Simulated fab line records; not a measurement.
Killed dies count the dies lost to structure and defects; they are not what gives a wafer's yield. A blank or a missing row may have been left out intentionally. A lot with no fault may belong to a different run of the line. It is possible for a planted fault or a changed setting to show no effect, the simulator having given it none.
What tool caused it? | flow nand-harc | 33 wafers from 11 lots sampled at 5 of the route's 1302 steps

== WHAT THE GAUGES READ, wafer by wafer ==
NHARC_END_SORT_01.
lot  | measured     | on        | killed-at-array
L222 | day 25 13:26 | prober-02 | 74 84 72
L232 | day 28 15:21 | prober-01 | 677 55 55
L233 | day 29 04:04 | prober-02 | 38 676 675

== EACH LOT AND THE TOOL THAT RAN IT (in order: tool; ch and the chambers of the sampled wafers; start) ==
lot  | NHARC_A_STAIRCASE_DESCUM_168       | NHARC_A_STAIRCASE_TRIM_12          | NHARC_A_STAIRCASE_ETCH_19          | NHARC_A_STAIRCASE_TRIM_24
L222 | rie-diel-04 ch 1,2, day 15 14:34   | rie-diel-01 ch 0,1, day 15 16:29   | rie-diel-01 ch 0,1,2, day 15 17:20 | rie-diel-01 ch 1,2,3, day 25 13:26 or earlier
L228 | rie-diel-01 ch 0,3, day 18 04:59   | rie-diel-01 ch 2,3, day 18 06:56   | rie-diel-01 ch 0,1,2, day 18 08:16 | rie-diel-01 ch 0,2,3, no start
L227 | rie-diel-01 ch 0,3, day 18 05:08   | rie-diel-04 ch 1,3, day 18 07:04   | rie-diel-04 ch 1,2, day 18 08:50   | rie-diel-05 ch 1,2,3, no start
L226 | rie-diel-04 ch 0,2, day 18 11:38   | rie-diel-05 ch 1,2,3, day 18 13:36 | rie-diel-05 ch 1,2,3, day 18 14:31 | rie-diel-05 ch 0,1,2, no start
L232 | rie-diel-01 ch 0,3, day 20 00:25   | rie-diel-01 ch 0,2,3, day 20 02:29 | rie-diel-01 ch 0,1,2, day 20 03:19 | rie-diel-04 ch 1,2,3, day 28 15:21 or earlier
L233 | rie-diel-04 ch 0,2, day 20 10:51   | rie-diel-01 ch 0,1,3, day 20 12:39 | rie-diel-01 ch 0,2, day 20 13:30   | rie-diel-04 ch 1,2,3, day 29 04:04 or earlier
L237 | rie-diel-05 ch 1,2,3, day 22 02:53 | rie-diel-04 ch 0,2,3, day 22 04:49 | rie-diel-04 ch 0,2,3, day 22 05:40 | rie-diel-01 ch 0,2, no start
L240 | rie-diel-01 ch 0,1, day 23 07:13   | rie-diel-01 ch 0,1,3, day 23 09:13 | rie-diel-01 ch 1,2,3, day 23 10:59 | rie-diel-01 ch 1,2,3, no start
L241 | rie-diel-01 ch 0,3, day 23 21:25   | rie-diel-04 ch 1,2, day 23 23:23   | rie-diel-04 ch 1,2,3, day 24 00:18 | rie-diel-05 ch 0,3, no start
L242 | rie-diel-01 ch 2,3, day 24 18:53   | rie-diel-01 ch 0,2,3, day 24 22:40 | rie-diel-01 ch 0,3, day 25 00:14   | rie-diel-04 ch 2,3, no start
L243 | rie-diel-01 ch 1,2,3, day 25 00:23 | rie-diel-04 ch 2,3, day 25 02:17   | rie-diel-04 ch 0,2, day 25 03:08   | rie-diel-05 ch 0,1,3, no start
- NHARC_A_STAIRCASE_DESCUM_168: chemistry O2, time 3 s.
- NHARC_A_STAIRCASE_TRIM_12: chemistry O2, time 211.2 s.
- NHARC_A_STAIRCASE_ETCH_19: etches the open film in C4F8/O2, target depth 100 nm, time 40.5 s.
- NHARC_A_STAIRCASE_TRIM_24: chemistry O2, time 211.2 s.

== THE ANSWER, worked out from the rows above alone ==
Rule: the usual values come from the lots themselves. Put in order of their means at a reading, lots are off if they are a third of the lots or fewer, leave a main group of 4 or more, and stand apart from it by a gap of 3 or more times the standard deviation of the main group's means; of several such gaps the widest counts. Not used: any main group whose means are identical at the precision the tables above print for the reading. Also off: a lot with no number at a reading for which 4 or more lots have one. The other lots that the step has rows for count as sound.
None of the lots is off at any reading shown; this tells nothing.

== WHAT WAS PUT IN BY THE SIMULATOR ==
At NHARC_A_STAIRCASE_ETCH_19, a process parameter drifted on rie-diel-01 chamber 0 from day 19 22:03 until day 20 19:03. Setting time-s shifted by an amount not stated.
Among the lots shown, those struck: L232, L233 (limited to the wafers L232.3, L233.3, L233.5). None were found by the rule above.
